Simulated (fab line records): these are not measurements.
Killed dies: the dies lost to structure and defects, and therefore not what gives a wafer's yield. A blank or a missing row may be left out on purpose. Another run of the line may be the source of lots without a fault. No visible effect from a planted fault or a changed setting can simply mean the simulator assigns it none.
fab line records    flow n5Finfet
[record] lots = 7  wafers = 39
route steps=1938 shown DUMMY_GATE@214 SD_EPI_N@278 HKMG_FIN@448 MOL_CONTACT_COAG@535 PASSIVATION@1936
startH: hours from the record's opening day to when the first of the lot's shown wafers began    waitH: hours since the lot's step before    " repeats the value in the row above    L1.1+2: several wafers, shown together as one row    - either no value or no given start    * or withheld: withheld    < > ~ a bound
route shown NAME@n: NAME is a module with steps in the file, n the number in the route of the first one    usual: mean and standard deviation over wafers with no fault    same: alike in all rows    chamber/n: place in a boat    sites: readings site by site    _std_site: their standard deviation    _edge_site: mean of outer sites minus mean of inner sites    radiusMm: how far each site lies from the wafer's centre    mask NAME#n: copy n    behind: the last tool/chamber to shape the wafer    hold: cause of the lot's hold/its duration in hours/its outcome    device: the transistor (n, p or np) that didn't switch    end of line: the route-end tests of the same wafers    a step without rows: its recipe alone    killed: count of dies lost to structure and defects at first sort (not the wafer's yield)    map: a wafer's dies, marking killed ones x, the rest . and places with no die _
set.NAME: the setting as run; set.NAME@STEP: as run at that earlier step    model.NAME: the simulator's own value behind a step, which no gauge read
lots whose settings were changed on purpose; a table a step, a row a wafer
[[steps]]
[step N5_DUMMY_GATE_ALD_02]
[recipe] material = SiO2  targetThkA = 20  tempC = 300  aldPrecursorFamily = BDEAS  aldCoReactant = O2-plasma  pulseTimeS = 1  pressureTorr = 2
[step N5_DUMMY_GATE_ETCH_37]
[recipe] chemistry = N2/H2  target = SOC  targetDepthA = 600  overetchA = 300  tempC = 40  ionEnergyEv = 200  pressureMtorr = 30  sourceW = 840  biasW = 150  n2FlowSccm = 200  h2FlowSccm = 200
[step N5_DUMMY_GATE_ETCH_32]
[recipe] chemistry = CF4  target = SiO2  targetDepthA = 35  timeS = 3.9  ionEnergyEv = 350  pressureMtorr = 10  icpW = 800  biasW = 400  cf4FlowSccm = 80
[step N5_DUMMY_GATE_ETCH_44]
[recipe] chemistry = HBr/O2  overEtchFrac = 0.7  targetDepthA = 1275  stopOn = SiO2  ionEnergyEv = 60  biasW = 20  target = poly-Si  maskMaterial = SiO2  pressureMtorr = 20  icpW = 400  HBr_flow_sccm = 120  O2_flow_sccm = 10
[step N5_SD_EPI_N_ETCH_45]
[recipe] chemistry = CH3F/O2  target = SiOCN  targetDepthA = 60  maskMaterial = SOC  ionEnergyEv = 60  biasW = 29  pressureMtorr = 15  sourceW = 410  Ar_flow_sccm = 150  CH3F_flow_sccm = 30  O2_flow_sccm = 20
[step N5_HKMG_FIN_NWFM_ALD_20]
[recipe] material = TiAlC  targetThkA = 20  tempC = 300  aldPrecursorFamily = TiCl4  aldCoReactant = TEA  pulseTimeS = 3  purgeTimeS = 2  coReactantPurgeTimeS = 2  coReactantPulseTimeS = 10  aldCycles = 7  pressureTorr = 3
[step N5_HKMG_FIN_ALD_71]
[recipe] material = TiN  targetThkA = 10  tempC = 400  aldPrecursorFamily = TiCl4  aldCoReactant = NH3  pulseTimeS = 1  purgeTimeS = 3  coReactantPurgeTimeS = 2  coReactantPulseTimeS = 2  aldCycles = 47  pressureTorr = 3
[step N5_MOL_CONTACT_COAG_CONTACT_ETCH_14]
[recipe] chemistry = C4F6/O2  target = SiO2  targetDepthA = 275  overetchA = 85  maskMaterial = SOC  pressureMtorr = 30  sourceW = 370  biasW = 185  Ar_flow_sccm = 300  C4F6_flow_sccm = 16  O2_flow_sccm = 10  timeS = 20  ionEnergyEv = 259.6
[step N5_PASSIVATION_PROBE_49]
[usual] sort_bin_8_speed = 0/0  sortNPass = 1080/16  sortYieldPct = 91.5/1.4
lot.wafer  tool       chamber  startH  waitH  set.tempC@DUMMY_GATE_ALD_02  set.sourceW@DUMMY_GATE_ETCH_37  set.timeS@DUMMY_GATE_ETCH_32  set.targetDepthA@DUMMY_GATE_ETCH_44  set.targetDepthA@SD_EPI_N_ETCH_45  set.aldCycles@HKMG_FIN_NWFM_ALD_20  set.tempC@HKMG_FIN_ALD_71  set.timeS@MOL_CONTACT_COAG_CONTACT_ETCH_14  sort_bin_8_speed[%]  sortNPass  sortYieldPct[%]
L074.1     prober-02  -        273.11  0.0    300                          840                             3.547                         1275                                 60                                 7                                   400                        20                                          0                    1086       92.0
L074.2     prober-02  -        273.16  0.1    300                          971.4                           3.9                           1366                                 60                                 7                                   400                        20                                          0                    1090       92.4
L074.3     prober-02  -        273.21  0.1    300                          840                             3.547                         1366                                 52.41                              7                                   400                        20                                          0                    1089       92.3
L074.4     prober-02  -        273.26  0.2    300                          971.4                           3.9                           1366                                 52.41                              7                                   400                        18.38                                       0                    1107       93.8
L074.5     prober-02  -        273.31  0.2    300                          840                             3.9                           1275                                 60                                 7                                   400                        18.38                                       0                    1084       91.9
L074.6     prober-02  -        273.36  0.3    300                          971.4                           3.547                         1275                                 52.41                              7                                   400                        18.38                                       0                    1097       93.0
L082.1     prober-01  -        314.34  0.3    300                          840                             3.193                         1385                                 65.63                              7                                   400                        18.45                                       0                    1086       92.0
L082.2     prober-01  -        314.39  0.4    300                          840                             3.9                           1275                                 60                                 7                                   400                        18.45                                       0                    1076       91.2
L082.3     prober-01  -        314.44  0.4    300                          740.8                           3.9                           1385                                 60                                 7                                   407.5                      20                                          0                    1079       91.4
L082.4     prober-01  -        314.49  0.5    300                          740.8                           3.193                         1385                                 60                                 7                                   407.5                      18.45                                       0                    1063       90.1
L082.5     prober-01  -        314.54  0.5    300                          840                             3.193                         1275                                 65.63                              7                                   407.5                      20                                          0                    1073       90.9
L082.6     prober-01  -        314.59  0.6    300                          740.8                           3.9                           1275                                 65.63                              7                                   400                        20                                          0                    1081       91.6
L087.1     prober-02  -        342.73  0.0    300                          840                             4.295                         1230                                 60                                 7                                   400                        20                                          0                    1077       91.3
L087.2     prober-02  -        342.78  0.1    300                          692.7                           4.295                         1275                                 60                                 7                                   384.1                      20                                          0                    1051       89.1
L087.3     prober-02  -        342.83  0.1    300                          692.7                           3.9                           1275                                 67.36                              7                                   400                        18.38                                       0                    1070       90.7
L087.4     prober-02  -        342.88  0.2    300                          692.7                           3.9                           1230                                 60                                 7                                   384.1                      18.38                                       0                    1102       93.4
L087.5     prober-02  -        342.93  0.2    300                          840                             3.9                           1230                                 67.36                              7                                   400                        20                                          0                    1083       91.8
L087.6     prober-02  -        342.98  0.3    300                          840                             4.295                         1275                                 67.36                              7                                   384.1                      18.38                                       0                    1070       90.7
L089.1     prober-02  -        356.75  0.0    300                          958.1                           3.9                           1178                                 60                                 6                                   400                        15.29                                       88.31                16         1.4
L089.2     prober-02  -        356.80  0.1    288                          840                             3.588                         1178                                 60                                 7                                   400                        20                                          0                    1068       90.5
L089.3     prober-02  -        356.85  0.1    300                          958.1                           3.588                         1178                                 55.16                              6                                   400                        15.29                                       43.47                559        47.4
L089.4     prober-02  -        356.90  0.2    300                          840                             3.9                           1275                                 60                                 7                                   400                        20                                          0                    1089       92.3
L089.5     prober-02  -        356.95  0.2    288                          958.1                           3.588                         1275                                 55.16                              7                                   400                        15.29                                       0                    1067       90.4
L089.6     prober-02  -        357.00  0.3    288                          840                             3.9                           1275                                 55.16                              6                                   400                        20                                          2.63                 1057       89.6
L090.1     prober-02  -        377.93  0.0    300                          840                             3.624                         1275                                 54.1                               7                                   414.8                      24.17                                       0                    1085       91.9
L090.2     prober-02  -        377.98  0.1    300                          840                             3.9                           1275                                 60                                 7                                   414.8                      20                                          0                    1054       89.3
L090.3     prober-02  -        378.03  0.1    300                          840                             3.9                           1275                                 60                                 7                                   400                        20                                          0                    1080       91.5
L090.4     prober-02  -        378.08  0.2    300                          840                             3.624                         1275                                 54.1                               7                                   414.8                      20                                          0                    1067       90.4
L090.5     prober-02  -        378.13  0.2    300                          840                             3.9                           1275                                 54.1                               7                                   400                        24.17                                       0                    1061       89.9
L090.6     prober-02  -        378.18  0.3    300                          840                             3.624                         1275                                 60                                 7                                   400                        24.17                                       0                    1086       92.0
L092.1     prober-01  -        382.80  0.0    308.9                        840                             3.9                           1275                                 53.14                              7                                   400                        20                                          0                    1052       89.2
L092.2     prober-01  -        382.85  0.1    308.9                        906.9                           3.9                           1275                                 53.14                              7                                   400                        23.2                                        0                    1050       89.0
L092.3     prober-01  -        382.90  0.1    300                          906.9                           3.542                         1275                                 60                                 7                                   400                        20                                          0                    1069       90.6
L092.4     prober-01  -        382.95  0.2    308.9                        840                             3.542                         1275                                 60                                 6                                   400                        20                                          28.47                752        63.7
L092.5     prober-01  -        383.00  0.2    300                          906.9                           3.9                           1275                                 60                                 6                                   400                        23.2                                        37.80                634        53.7
L092.6     prober-01  -        383.05  0.3    300                          840                             3.542                         1275                                 53.14                              6                                   400                        23.2                                        20.59                843        71.4
L095.1     prober-02  -        414.29  0.0    300                          840                             3.9                           1275                                 60                                 7                                   400                        20                                          0                    1081       91.6
L095.3     prober-02  -        414.39  0.1    300                          840                             3.9                           1275                                 60                                 7                                   400                        20                                          0                    1059       89.7
L095.6     prober-02  -        414.54  0.3    300                          840                             3.9                           1275                                 60                                 7                                   400                        20                                          0                    1104       93.6
// killed by level:class
L074.1 STI_FIN_REVEAL:geometricParticle:open=22 BEOL_M0_SAQP:geometricParticle:open=9 FIN_SAQP:geometricParticle:open=8 BEOL_M4:geometricParticle:open=5 MOL_CONTACT_COAG:geometricParticle:open=4 BEOL_M2:geometricParticle:open=4 PAD_METAL:geometricParticle:short=4 ILD0:geometricParticle:open=3
L074.2 MOL_CONTACT_COAG:geometricParticle:open=25 STI_FIN_REVEAL:geometricParticle:open=8 MOL_CONTACT_COAG:geometricParticle:short=7 FIN_SAQP:geometricParticle:open=5 BEOL_M4:geometricParticle:open=5 DUMMY_GATE:geometricParticle:open=4 BEOL_M0_SAQP:geometricParticle:short=3 BEOL_M0_SAQP:geometricParticle:open=3
L074.3 STI_FIN_REVEAL:geometricParticle:open=13 MOL_CONTACT_COAG:geometricParticle:open=11 MOL_CONTACT_COAG:geometricParticle:short=8 BEOL_M0_SAQP:geometricParticle:open=7 PAD_METAL:geometricParticle:short=6 FIN_SAQP:geometricParticle:open=5 BEOL_M2:geometricParticle:open=4 STARTING-WAFER:geometricParticle:short=4
L074.4 STI_FIN_REVEAL:geometricParticle:open=14 MOL_CONTACT_COAG:geometricParticle:open=8 BEOL_M2:geometricParticle:open=7 STI_FIN_REVEAL:geometricParticle:short=4 BEOL_M1:geometricParticle:open=4 BEOL_M0_SAQP:geometricParticle:open=3 FIN_SAQP:geometricParticle:open=2 MOL_CONTACT_COAG:geometricParticle:short=2
L074.5 MOL_CONTACT_COAG:geometricParticle:open=16 STI_FIN_REVEAL:geometricParticle:open=12 BEOL_M0_SAQP:geometricParticle:short=7 BEOL_M2:geometricParticle:open=6 BEOL_M5:geometricParticle:open=6 BEOL_M2:geometricParticle:short=5 STARTING-WAFER:geometricParticle:short=4 ILD0:geometricParticle:open=3
L074.6 MOL_CONTACT_COAG:geometricParticle:open=16 STI_FIN_REVEAL:geometricParticle:open=8 FIN_SAQP:geometricParticle:open=6 BEOL_M0_SAQP:geometricParticle:open=6 STI_FIN_REVEAL:geometricParticle:short=4 BEOL_M1:geometricParticle:open=4 BEOL_M4:geometricParticle:short=4 BEOL_M0_SAQP:geometricParticle:short=3
L082.1 MOL_CONTACT_COAG:geometricParticle:open=12 BEOL_M1:geometricParticle:short=12 STI_FIN_REVEAL:geometricParticle:open=9 FIN_SAQP:geometricParticle:short=8 BEOL_M8:geometricParticle:open=5 BEOL_M3:geometricParticle:open=4 FIN_SAQP:geometricParticle:open=3 STI_FIN_REVEAL:geometricParticle:short=3
L082.2 STI_FIN_REVEAL:geometricParticle:open=15 MOL_CONTACT_COAG:geometricParticle:open=12 FIN_SAQP:geometricParticle:open=11 BEOL_M0_SAQP:geometricParticle:short=10 FIN_SAQP:geometricParticle:short=8 BEOL_M0_SAQP:geometricParticle:open=6 STI_FIN_REVEAL:geometricParticle:short=4 MOL_CONTACT_COAG:geometricParticle:short=4
L082.3 STI_FIN_REVEAL:geometricParticle:open=17 BEOL_M2:geometricParticle:open=13 MOL_CONTACT_COAG:geometricParticle:open=9 BEOL_M8:geometricParticle:open=7 BEOL_M0_SAQP:geometricParticle:open=7 BEOL_M0_SAQP:geometricParticle:short=6 FIN_SAQP:geometricParticle:open=5 MOL_CONTACT_COAG:geometricParticle:short=4
L082.4 STI_FIN_REVEAL:geometricParticle:open=26 MOL_CONTACT_COAG:geometricParticle:open=18 BEOL_M3:geometricParticle:open=11 STI_FIN_REVEAL:geometricParticle:short=9 FIN_SAQP:geometricParticle:open=5 BEOL_M1:geometricParticle:short=5 MOL_CONTACT_COAG:geometricParticle:short=4 BEOL_M5:geometricParticle:open=3
L082.5 STI_FIN_REVEAL:geometricParticle:open=22 MOL_CONTACT_COAG:geometricParticle:open=11 BEOL_M1:geometricParticle:open=8 FIN_SAQP:geometricParticle:short=6 BEOL_M2:geometricParticle:short=5 STI_FIN_REVEAL:geometricParticle:short=4 MOL_CONTACT_COAG:geometricParticle:short=4 BEOL_M2:geometricParticle:open=4
L082.6 MOL_CONTACT_COAG:geometricParticle:open=10 STI_FIN_REVEAL:geometricParticle:open=9 GATE_CUT:geometricParticle:short=9 BEOL_M4:geometricParticle:open=9 BEOL_M0:geometricParticle:open=6 FIN_SAQP:geometricParticle:open=5 BEOL_M0_SAQP:geometricParticle:short=5 BEOL_M0_SAQP:geometricParticle:open=5
L087.1 BEOL_M0_SAQP:geometricParticle:open=12 FIN_SAQP:geometricParticle:short=11 MOL_CONTACT_COAG:geometricParticle:open=9 STI_FIN_REVEAL:geometricParticle:open=6 BEOL_M0_SAQP:geometricParticle:short=6 FIN_SAQP:geometricParticle:open=5 BEOL_M5:geometricParticle:open=4 DUMMY_GATE:geometricParticle:short=4
L087.2 STI_FIN_REVEAL:geometricParticle:open=25 MOL_CONTACT_COAG:geometricParticle:open=15 BEOL_M0_SAQP:geometricParticle:open=10 FIN_SAQP:geometricParticle:short=8 BEOL_M0_SAQP:geometricParticle:short=8 FIN_SAQP:geometricParticle:open=6 DUMMY_GATE:geometricParticle:open=6 STI_FIN_REVEAL:geometricParticle:short=5
L087.3 FIN_SAQP:geometricParticle:short=11 STI_FIN_REVEAL:geometricParticle:open=11 BEOL_M0_SAQP:geometricParticle:short=11 BEOL_M0_SAQP:geometricParticle:open=10 FIN_SAQP:geometricParticle:open=8 BEOL_M2:geometricParticle:open=6 BEOL_M5:geometricParticle:open=5 GATE_CUT:geometricParticle:open=4
L087.4 FIN_SAQP:geometricParticle:short=9 BEOL_M0_SAQP:geometricParticle:short=9 FIN_SAQP:geometricParticle:open=7 BEOL_M0_SAQP:geometricParticle:open=7 MOL_CONTACT_COAG:geometricParticle:open=6 STI_FIN_REVEAL:geometricParticle:open=5 BEOL_M3:geometricParticle:open=4 BEOL_M5:geometricParticle:open=4
L087.5 BEOL_M0_SAQP:geometricParticle:short=15 FIN_SAQP:geometricParticle:short=14 FIN_SAQP:geometricParticle:open=11 STI_FIN_REVEAL:geometricParticle:open=10 GATE_CUT:geometricParticle:short=7 MOL_CONTACT_COAG:geometricParticle:open=6 BEOL_M0_SAQP:geometricParticle:open=5 BEOL_M5:geometricParticle:open=4
L087.6 FIN_SAQP:geometricParticle:open=14 STI_FIN_REVEAL:geometricParticle:open=10 FIN_SAQP:geometricParticle:short=9 MOL_CONTACT_COAG:geometricParticle:open=9 BEOL_M0_SAQP:geometricParticle:open=7 BEOL_M0_SAQP:geometricParticle:short=7 GATE_CUT:geometricParticle:open=6 BEOL_M1:geometricParticle:short=6
L089.1 MOL_CONTACT_COAG:areaEtch=35 MOL_CONTACT_COAG:geometricParticle:open=10 BEOL_M4:geometricParticle:open=9 MOL_CONTACT_COAG:geometricParticle:short=8 BEOL_M3:geometricParticle:open=8 FIN_SAQP:geometricParticle:open=4 BEOL_M0_SAQP:geometricParticle:short=4 BEOL_M2:geometricParticle:short=4
L089.2 FIN_SAQP:geometricParticle:short=17 FIN_SAQP:geometricParticle:open=9 MOL_CONTACT_COAG:geometricParticle:open=7 BEOL_M3:geometricParticle:open=7 GATE_CUT:geometricParticle:short=6 BEOL_M0_SAQP:geometricParticle:open=6 BEOL_M1:geometricParticle:open=6 BEOL_M4:geometricParticle:open=6
L089.3 BEOL_M0_SAQP:geometricParticle:short=12 BEOL_M3:geometricParticle:open=11 MOL_CONTACT_COAG:geometricParticle:open=9 BEOL_M2:geometricParticle:open=8 BEOL_M0_SAQP:geometricParticle:open=6 BEOL_M4:geometricParticle:open=6 DUMMY_GATE:geometricParticle:open=5 BEOL_M0:geometricParticle:open=5
L089.4 BEOL_M3:geometricParticle:open=17 BEOL_M1:geometricParticle:open=10 BEOL_M2:geometricParticle:open=8 MOL_CONTACT_COAG:geometricParticle:open=6 BEOL_M4:geometricParticle:open=5 STARTING-WAFER:geometricParticle:short=3 GATE_CUT:geometricParticle:short=3 BEOL_M0_SAQP:geometricParticle:short=3
L089.5 MOL_CONTACT_COAG:areaEtch=21 BEOL_M2:geometricParticle:open=12 MOL_CONTACT_COAG:geometricParticle:open=10 BEOL_M0:geometricParticle:open=6 FIN_SAQP:geometricParticle:short=5 STI_FIN_REVEAL:geometricParticle:open=5 FIN_SAQP:geometricParticle:open=4 ILD0:geometricParticle:open=4
L089.6 STI_FIN_REVEAL:geometricParticle:open=11 BEOL_M1:geometricParticle:open=10 FIN_SAQP:geometricParticle:short=9 BEOL_M0_SAQP:geometricParticle:open=9 FIN_SAQP:geometricParticle:open=8 MOL_CONTACT_COAG:geometricParticle:open=8 BEOL_M2:geometricParticle:open=7 ILD0:geometricParticle:open=4
L090.1 FIN_SAQP:geometricParticle:short=13 BEOL_M0_SAQP:geometricParticle:short=11 BEOL_M0_SAQP:geometricParticle:open=10 FIN_SAQP:geometricParticle:open=7 DUMMY_GATE:geometricParticle:open=6 BEOL_M2:geometricParticle:open=6 BEOL_M4:geometricParticle:open=4 STI_FIN_REVEAL:geometricParticle:open=3
L090.2 BEOL_M0_SAQP:geometricParticle:open=19 BEOL_M0_SAQP:geometricParticle:short=14 FIN_SAQP:geometricParticle:open=12 MOL_CONTACT_COAG:geometricParticle:open=11 STI_FIN_REVEAL:geometricParticle:open=10 FIN_SAQP:geometricParticle:short=6 DUMMY_GATE:geometricParticle:open=5 GATE_CUT:geometricParticle:open=5
L090.3 FIN_SAQP:geometricParticle:open=22 FIN_SAQP:geometricParticle:short=8 DUMMY_GATE:geometricParticle:open=7 GATE_CUT:geometricParticle:short=5 BEOL_M0_SAQP:geometricParticle:short=5 STI_FIN_REVEAL:geometricParticle:open=4 MOL_CONTACT_COAG:geometricParticle:open=4 BEOL_M2:geometricParticle:open=4
L090.4 FIN_SAQP:geometricParticle:open=13 FIN_SAQP:geometricParticle:short=8 BEOL_M0_SAQP:geometricParticle:short=8 DUMMY_GATE:geometricParticle:open=7 GATE_CUT:geometricParticle:short=6 BEOL_M0_SAQP:geometricParticle:open=6 MOL_CONTACT_COAG:geometricParticle:open=6 DUMMY_GATE:geometricParticle:short=5
L090.5 FIN_SAQP:geometricParticle:open=15 MOL_CONTACT_COAG:geometricParticle:open=11 BEOL_M0_SAQP:geometricParticle:open=8 BEOL_M0_SAQP:geometricParticle:short=7 FIN_SAQP:geometricParticle:short=6 DUMMY_GATE:geometricParticle:open=6 BEOL_M4:geometricParticle:open=6 GATE_CUT:geometricParticle:short=5
L090.6 BEOL_M0_SAQP:geometricParticle:short=14 DUMMY_GATE:geometricParticle:open=10 MOL_CONTACT_COAG:geometricParticle:open=8 BEOL_M0_SAQP:geometricParticle:open=7 FIN_SAQP:geometricParticle:open=5 FIN_CUT:geometricParticle:open=5 BEOL_M2:geometricParticle:open=5 BEOL_M3:geometricParticle:open=5
L092.1 MOL_CONTACT_COAG:geometricParticle:open=17 STI_FIN_REVEAL:geometricParticle:open=14 GATE_CUT:geometricParticle:short=9 MOL_CONTACT_COAG:geometricParticle:short=6 BEOL_M0_SAQP:geometricParticle:short=6 BEOL_M1:geometricParticle:open=6 BEOL_M4:geometricParticle:open=6 BEOL_M0_SAQP:geometricParticle:open=4
L092.2 STI_FIN_REVEAL:geometricParticle:open=24 FIN_SAQP:geometricParticle:open=12 MOL_CONTACT_COAG:geometricParticle:open=10 BEOL_M1:geometricParticle:open=7 HKMG_FIN:areaEtch=6 DUMMY_GATE:geometricParticle:open=5 GATE_CUT:geometricParticle:open=5 BEOL_M0_SAQP:geometricParticle:short=5
L092.3 STI_FIN_REVEAL:geometricParticle:open=24 MOL_CONTACT_COAG:geometricParticle:open=12 BEOL_M4:geometricParticle:open=9 BEOL_M0_SAQP:geometricParticle:open=6 BEOL_M1:geometricParticle:open=6 BEOL_M0_SAQP:geometricParticle:short=5 GATE_CUT:geometricParticle:short=4 BEOL_M2:geometricParticle:short=4
L092.4 BEOL_M4:geometricParticle:open=10 FIN_SAQP:geometricParticle:open=9 BEOL_M0_SAQP:geometricParticle:short=7 FIN_SAQP:geometricParticle:short=6 BEOL_M5:geometricParticle:open=5 MOL_CONTACT_COAG:geometricParticle:open=5 BEOL_M0_SAQP:geometricParticle:open=5 BEOL_M1:geometricParticle:open=5
L092.5 STI_FIN_REVEAL:geometricParticle:open=13 MOL_CONTACT_COAG:geometricParticle:open=11 FIN_SAQP:geometricParticle:short=8 FIN_SAQP:geometricParticle:open=7 BEOL_M2:geometricParticle:open=6 BEOL_M0_SAQP:geometricParticle:short=6 BEOL_M1:geometricParticle:open=6 ILD0:geometricParticle:short=4
L092.6 BEOL_M1:geometricParticle:open=13 FIN_SAQP:geometricParticle:short=8 STI_FIN_REVEAL:geometricParticle:open=7 MOL_CONTACT_COAG:geometricParticle:open=7 GATE_CUT:geometricParticle:short=6 BEOL_M0_SAQP:geometricParticle:short=5 STI_FIN_REVEAL:geometricParticle:short=4 FIN_SAQP:geometricParticle:open=3
L095.1 FIN_SAQP:geometricParticle:open=17 BEOL_M4:geometricParticle:open=12 FIN_SAQP:geometricParticle:short=8 MOL_CONTACT_COAG:geometricParticle:open=8 BEOL_M0_SAQP:geometricParticle:open=6 DUMMY_GATE:geometricParticle:short=4 GATE_CUT:geometricParticle:short=4 BEOL_M3:geometricParticle:open=4
L095.3 MOL_CONTACT_COAG:geometricParticle:open=13 BEOL_M4:geometricParticle:open=13 STI_FIN_REVEAL:geometricParticle:open=10 FIN_SAQP:geometricParticle:open=9 FIN_SAQP:geometricParticle:short=9 BEOL_M0_SAQP:geometricParticle:short=9 BEOL_M0_SAQP:geometricParticle:open=5 BEOL_M1:geometricParticle:open=5
L095.6 BEOL_M4:geometricParticle:open=11 MOL_CONTACT_COAG:geometricParticle:open=9 FIN_SAQP:geometricParticle:short=6 BEOL_M1:geometricParticle:open=6 BEOL_M0_SAQP:geometricParticle:open=5 FIN_SAQP:geometricParticle:open=3 STI_FIN_REVEAL:geometricParticle:open=3 GATE_CUT:geometricParticle:short=3
[[key]]
[split] step = N5_DUMMY_GATE_ALD_02  setting = tempC  statedAs = 300
response none clear
[split] step = N5_DUMMY_GATE_ETCH_37  setting = sourceW  statedAs = 840
response none clear
[split] step = N5_DUMMY_GATE_ETCH_32  setting = timeS  statedAs = 3.9
response none clear
[split] step = N5_DUMMY_GATE_ETCH_44  setting = targetDepthA  statedAs = 1275
response none clear
[split] step = N5_SD_EPI_N_ETCH_45  setting = targetDepthA  statedAs = 60
response none clear
[split] step = N5_HKMG_FIN_NWFM_ALD_20  setting = aldCycles  statedAs = 7
[response] step = N5_PASSIVATION_PROBE_49  reading = sort_bin_8_speed  slope = -2.4  per = 1%  togetherWith = all  explained = 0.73
[response] step = N5_PASSIVATION_PROBE_49  reading = sortYieldPct  slope = +2.32  per = 1%  togetherWith = all  explained = 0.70
[response] step = N5_PASSIVATION_PROBE_49  reading = sortNPass  slope = +27.4  per = 1%  togetherWith = all  explained = 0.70
[split] step = N5_HKMG_FIN_ALD_71  setting = tempC  statedAs = 400
response none clear
[split] step = N5_MOL_CONTACT_COAG_CONTACT_ETCH_14  setting = timeS  statedAs = 20
response none clear
